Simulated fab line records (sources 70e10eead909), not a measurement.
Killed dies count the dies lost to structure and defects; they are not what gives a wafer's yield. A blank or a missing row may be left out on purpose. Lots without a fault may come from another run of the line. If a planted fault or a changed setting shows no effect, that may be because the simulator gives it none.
Which tool was responsible?	flow nand harc	13 lots, 37 wafers sampled, at 5 steps of a route of 1302

WHAT THE GAUGES SHOWED, per wafer
NHARC_A_CONTACT_CD_MEAS_15.
lot	measured	on	cd nm (nm)
L868	day 23 09:11	cd sem-01	190.3 190.3 190.7
L867	day 23 10:29	cd sem-03	189.9 190.1 190.1
L869	day 23 21:20	cd sem-01	189.6 189.6 188.9
L871	day 24 23:52	cd sem-01	189.8 189.3 189.2
L870	day 25 13:52	cd sem-01	189.9 189.9
L873	day 25 22:53	cd sem-03	189.7 189.9
L878	day 27 04:58	cd sem-01	189.7 189.5 190.2
L879	day 27 23:14	cd sem-01	190.5 189.8 189.7
L881	day 29 01:25	cd sem-03	189.2 189.5 189.7
L880	day 29 03:02	cd sem-01	189.8 190.8 190.4
L883	day 29 22:34	cd sem-03	189.4 189.9 190.3
L884	day 30 15:11	cd sem-03	189.8 189.8 190.0
L887	day 32 12:11	cd sem-01	190.9 190.3 190.7

NHARC_END_SORT_01.
lot	measured	on	killed at array	killed at other	killed at periphery	killed dies	killed open	killed short
L870	day 27 13:25	prober-01	28	1	3	32	5	4
L873	day 28 01:26	prober-02	25	1	1	27	2	1
L880	day 31 01:38	prober-02	38 49 31	1 0 1	2 9 3	41 58 35	3 4 5	2 0 2

WHAT TOOL EACH LOT RAN ON (gives the tool, then ch and the chambers of the sampled wafers, and finally the start)
lot	NHARC_A_BLC_DESCUM_15	NHARC_A_BLC_ETCH_17	NHARC_A_BLC_CVD_24
L868	rie diel-10 ch 0,1,3, day 23 14:23	rie diel-10 ch 0,1,2, day 23 14:36	cvd w-02 ch 0,1, no start
L867	rie diel-07 ch 1,2,3, day 23 14:25	rie diel-07 ch 0,1,3, day 23 14:38	cvd w-01 ch 0,1, no start
L869	rie diel-07 ch 1,3, day 24 00:56	rie diel-07 ch 0,1,3, day 24 01:09	cvd w-02 ch 0,1, no start
L871	rie diel-07 ch 1,3, day 25 02:58	rie diel-07 ch 0,1,3, day 25 03:14	cvd w-02 ch 0, no start
L870	rie diel-07 ch 1,3, day 25 17:04	rie diel-07 ch 2,3, day 25 17:19	cvd w-01 ch 0,1, day 27 13:25 or earlier
L873	rie diel-07 ch 0,1, day 26 02:06	rie diel-07 ch 0,2, day 26 02:29	cvd w-01 ch 1, day 28 01:26 or earlier
L878	rie diel-13 ch 0,2,3, day 27 08:35	rie diel-13 ch 0,2,3, day 27 08:54	cvd w-01 ch 0,1, no start
L879	rie diel-10 ch 1,2,3, day 28 02:16	rie diel-10 ch 1,3, day 28 02:26	cvd w-02 ch 0,1, no start
L881	rie diel-10 ch 1,2,3, day 29 04:32	rie diel-10 ch 1,3, day 29 04:45	cvd w-01 ch 0,1, no start
L880	rie diel-10 ch 1,3, day 29 06:11	rie diel-10 ch 0,3, day 29 06:25	cvd w-02 ch 1, day 31 01:38 or earlier
L883	rie diel-07 ch 2,3, day 30 01:35	rie diel-07 ch 1,2,3, day 30 01:55	cvd w-01 ch 0,1, no start
L884	rie diel-07 ch 0,2,3, day 30 18:58	rie diel-07 ch 0,2,3, day 30 19:08	cvd w-01 ch 0,1, no start
L887	rie diel-07 ch 0,1,2, day 32 15:24	rie diel-07 ch 1,2,3, day 32 15:34	cvd w-01 ch 0,1, no start
- NHARC_A_BLC_DESCUM_15: chemistry O2, time 3 s.
- NHARC_A_BLC_ETCH_17: etches the open film in N2/H2, target depth 390 nm, time 609.38 s.
- NHARC_A_BLC_CVD_24: deposits W, target thk 150 nm, time 434 s.

WHAT THE TOOLS THEMSELVES READ (means of the sampled wafers that have a number; where no wafer has one, the mark that the record gives instead)
NHARC_A_BLC_DESCUM_15.
lot	tool	drypump motor current A (A)	oes product au (a.u.)	rf vpp V (V)	showerhead plenum p Torr (Torr)	throttle valve pct (%)
L868	rie diel-10	6.0	0.998	56.8	1.89	11.306
L867	rie diel-07	5.7	0.996	59.0	2.01	11.320
L869	rie diel-07	5.9	0.991	57.4	1.99	11.316
L871	rie diel-07	5.9	0.990	58.2	1.99	11.310
L870	rie diel-07	6.0	1.000	57.8	1.99	11.319
L873	rie diel-07	5.8	1.004	58.2	1.96	11.319
L878	rie diel-13	6.0	1.007	57.9	1.97	11.311
L879	rie diel-10	5.6	0.988	57.9	1.92	11.306
L881	rie diel-10	5.6	0.984	56.9	1.92	11.312
L880	rie diel-10	5.7	0.988	57.2	1.85	11.314
L883	rie diel-07	5.4	1.002	57.6	2.03	11.322
L884	rie diel-07	5.8	1.004	58.5	2.00	11.308
L887	rie diel-07	5.6	1.002	58.4	1.99	11.314

NHARC_A_BLC_ETCH_17.
lot	tool	drypump motor current A (A)	oes product au (a.u.)	rf vpp V (V)	run length s (s)	showerhead plenum p Torr (Torr)	throttle valve pct (%)
L868	rie diel-10	6.0	0.994	430.0	630.7	2.00	14.168
L867	rie diel-07	6.0	0.996	432.2	630.3	2.11	14.170
L869	rie diel-07	6.0	0.996	431.8	630.5	2.11	14.181
L871	rie diel-07	6.0	0.993	431.7	635.7	2.11	14.161
L870	rie diel-07	5.6	0.999	434.1	645.9	2.17	14.183
L873	rie diel-07	5.5	1.014	432.8	638.4	2.13	14.177
L878	rie diel-13	6.0	1.004	432.2	630.5	2.10	14.180
L879	rie diel-10	5.7	0.984	429.3	630.9	1.97	14.180
L881	rie diel-10	5.7	0.988	428.6	631.1	1.97	14.162
L880	rie diel-10	5.8	0.994	432.0	630.7	2.09	14.171
L883	rie diel-07	5.6	1.000	433.5	630.6	2.15	14.179
L884	rie diel-07	5.7	1.000	433.0	630.4	2.13	14.180
L887	rie diel-07	5.6	1.008	433.6	630.6	2.14	14.181

NHARC_A_BLC_CVD_24.
lot	tool	heater power w (W)	throttle valve pct (%)
L868	cvd w-02	411	8.48
L867	cvd w-01	458	8.10
L869	cvd w-02	411	8.61
L871	cvd w-02	404	8.39
L870	cvd w-01	464	7.91
L873	cvd w-01	492	7.99
L878	cvd w-01	450	7.90
L879	cvd w-02	427	8.04
L881	cvd w-01	450	8.13
L880	cvd w-02	470	8.03
L883	cvd w-01	475	7.98
L884	cvd w-01	452	7.92
L887	cvd w-01	489	7.88

THE ANSWER, worked out from the rows above alone
Rule: the lots themselves supply what counts as usual. Put in order of their means at a reading, lots are off if they are a third of the lots or fewer, leave a main group of 4 or more, and stand apart from it by a gap of 3 or more times the standard deviation of the main group's means; of several such gaps the widest counts. The tables above print the reading to a certain number of digits; a main group whose means all agree to those digits is not used. Also off: a lot with no number at a reading for which 4 or more lots have one. The other lots that the step has rows for count as sound. First the gauges in route order, then the tools' own readings, where a lot's mean is used as printed above. At the first step where some lot is off, the reading lying furthest off is the one used; lots without a number count as furthest.
Off, at NHARC_A_BLC_ETCH_17 on run length s: L871, L870, L873. The main group: mean 630.6 s, standard deviation 0.22.
If a tool, at that step or one of the process steps before it, ran each lot that is off and ran no sound lot following the first of them, it fits. None of those tried fits.

WHAT WAS PUT IN BY THE SIMULATOR
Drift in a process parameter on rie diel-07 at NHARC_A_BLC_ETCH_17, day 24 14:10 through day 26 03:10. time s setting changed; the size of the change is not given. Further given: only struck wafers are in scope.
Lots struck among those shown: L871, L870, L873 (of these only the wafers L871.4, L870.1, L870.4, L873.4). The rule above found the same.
